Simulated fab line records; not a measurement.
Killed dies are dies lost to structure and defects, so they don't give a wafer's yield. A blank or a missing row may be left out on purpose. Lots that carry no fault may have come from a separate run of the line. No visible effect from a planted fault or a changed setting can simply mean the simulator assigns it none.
A struck lot beside a sound one | flow n5Finfet | 15 out of 1938 route steps
Sound: these wafers, L895.1, L895.3, L895.4. The struck wafers were L884.1, L884.2, L884.5. The cause comes at the end.
Each step with rows lists, per side, the tool, then ch with its chambers, then its first start. Under that, the readings that differ: sound wafers | struck wafers | difference of the means | sigmas: that difference in standard deviations of wafers without a fault.
alike: readings with means less than 2 such deviations apart, plus words and numbers identical on both sides. not compared: withheld readings, readings lacking a value on some wafer, bounds such as >300 that could conceal the same value, and numbers that have no deviation in the record and whose values overlap.
Wherever a step has rows on one side only, a row that says differs or no value, or a row with sigmas, the two part there. When numbers do not overlap yet have no deviation, they are printed without sigmas and do not part them. A reading that every wafer of one side lacks parts them only if that side has two wafers or more.

first, 9 steps without rows for these wafers: N5_BEOL_M2_COAT_76 (time 60 s, resist thk 5 nm); N5_BEOL_M2_COAT_22 (resist thk 30 nm); N5_BEOL_M2_EBR_24; N5_BEOL_M2_SOFTBAKE_23 (time 60 s); N5_BEOL_M2_EXPOSE_25 (exposes mask V1, defocus 5 nm); N5_BEOL_M2_PEB_26 (peb time 60 s); N5_BEOL_M2_DEVELOP_27 (develop time 30 s); N5_BEOL_M2_DESCUM_33 (chemistry O2, time 7 s); N5_BEOL_M2_ETCH_77 (etches underlayer in N2/H2, target depth 6.5 nm, time 5.2 s).
N5_BEOL_M2_ETCH_69: etches SiARC in CF4, target depth 15.6 nm, time 26 s.
  sound on rieDiel-05 ch 1,2,3, day 12 09:36; struck on rieDiel-05 ch 0,2, day 9 21:39
  no value came back on the struck wafers for any of 8 readings (biasW (W), cf4FlowSccm (sccm) and others); on the sound wafers biasW (W) reads 36.06 36.08 35.87
reading                                     | sound      | struck         | difference | sigmas
model.CAR-EUV_of_BEOL_M2_COAT_22.thkNm (nm) | 11.2 11 11 | 20.4 20.4 20.4 | +9.3       | 
  not compared: rfHoursCounterH
then, 1 step without rows for these wafers: N5_BEOL_M2_ALD_98 (deposits SiO2, target thk 2.5 nm, pulse time 1 s, co reactant pulse time 1 s).
N5_BEOL_M2_ETCHBACK_99: etches SiO2 in CHF3, target depth 5 nm, time 10.4 s.
  sound on rieDiel-01 ch 1,2,3, day 12 10:11; struck on rieDiel-01 ch 0,1,2, day 9 23:13
reading                                     | sound          | struck         | difference | sigmas
oesProductAu (a.u.)                         | 0.77 0.79 0.69 | 0.27 0.36 0.30 | -0.44      | -6
model.CAR-EUV_of_BEOL_M2_COAT_22.thkNm (nm) | 10.4 10.4 10.4 | 19.6 19.6 19.8 | +9.3       | 
  alike: drypumpMotorCurrentA, rfVppV, showerheadPlenumPTorr, throttleValvePct
  not compared: rfHoursCounterH
N5_BEOL_M2_ETCH_70: etches SOC in N2/H2, target depth 80 nm, overetch 24 nm, time 130 s.
  sound on rieDiel-01 ch 1,2,3, day 12 10:13; struck on rieDiel-01 ch 0,1,2, day 9 23:15
reading             | sound          | struck         | difference | sigmas
oesProductAu (a.u.) | 0.57 0.58 0.52 | 0.26 0.36 0.30 | -0.25      | -5
  alike: biasW, chamberPressureMTorr, drypumpMotorCurrentA, rfVppV, showerheadPlenumPTorr, throttleValvePct
  not compared: rfHoursCounterH
N5_BEOL_M4_RC_MEAS_101:
  the record has rows for the sound wafers here (prober-01 ch 0, day 13 14:38) and none for the struck ones
-- the record jumps here: 6 days lie between the struck wafers' starts before and after (it left off in module BEOL_M4 and takes up again in module PASSIVATION, whose first step shown is number 1936 of the route) --
N5_PASSIVATION_PROBE_49:
  record: rows for the struck wafers here (prober-02, day 15 12:07), none for the sound ones

== WHERE THEY PART ==
First at N5_BEOL_M2_ETCH_69; last, within this record, at N5_PASSIVATION_PROBE_49.

WHY: the cause the simulator had injected
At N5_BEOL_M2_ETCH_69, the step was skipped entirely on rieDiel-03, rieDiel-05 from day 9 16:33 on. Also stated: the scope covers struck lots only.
